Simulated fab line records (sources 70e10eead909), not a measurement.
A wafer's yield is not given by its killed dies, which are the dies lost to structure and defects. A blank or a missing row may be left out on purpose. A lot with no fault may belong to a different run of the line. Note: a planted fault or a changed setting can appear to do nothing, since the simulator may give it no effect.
Chamber matching | flow nand_harc | 4 sister chambers for NHARC_A_SGD_CUT_ETCH_58 on rie_diel-12
The step etches the open film in CF4, target depth 39 nm, time 65 s. 8 wafers are shown with their chamber, then 9 later ones without.

## WAFERS WITH THEIR CHAMBER
wafer  | chamber | drypump_motor_current_A (A) | showerhead_plenum_p_Torr (Torr)
L079.1 | 3       | 5.9                         | 1.74
L079.4 | 1       | 6.4                         | 1.86
L082.5 | 2       | 5.7                         | 1.77
L084.4 | 3       | 6.0                         | 1.74
L084.5 | 0       | 6.8                         | 1.71
L085.3 | 1       | 6.4                         | 1.86
L085.4 | 0       | 6.8                         | 1.71
L085.5 | 2       | 5.7                         | 1.76

## WAFERS WITH NO CHAMBER GIVEN
wafer  | drypump_motor_current_A (A) | showerhead_plenum_p_Torr (Torr)
L088.3 | 5.7                         | 1.76
L088.4 | 5.9                         | 1.74
L088.6 | 6.4                         | 1.86
L091.1 | 6.0                         | 1.74
L091.2 | 6.8                         | 1.71
L091.3 | 5.7                         | 1.76
L094.1 | 5.7                         | 1.76
L094.3 | 5.9                         | 1.74
L094.5 | 5.7                         | 1.76

## CHAMBER TAKEN BY EACH
wafer  | from the rows above | in truth
L088.3 | 2                   | 2
L088.4 | 3                   | 3
L088.6 | 1                   | 1
L091.1 | 3                   | 3
L091.2 | 0                   | 0
L091.3 | 2                   | 2
L094.1 | 2                   | 2
L094.3 | 3                   | 3
L094.5 | 2                   | 2
Placed correctly: 9 of 9. Left unplaced by these rows: 0. Placed wrongly: 0.
How it was worked out, from the rows above alone: a wafer's distance from a chamber is the root of the sum, over the readings, of the square of ((its reading less the chamber's mean) divided by the reading's scatter). The wafer belongs to the nearest chamber; if the next one is less than 2 further off, it can't be placed. Each chamber's mean is taken over the wafers shown for it. The scatter: take each reading less its chamber's mean, square it, sum over the shown wafers, divide by the number of wafers less the number of chambers, and take the root.
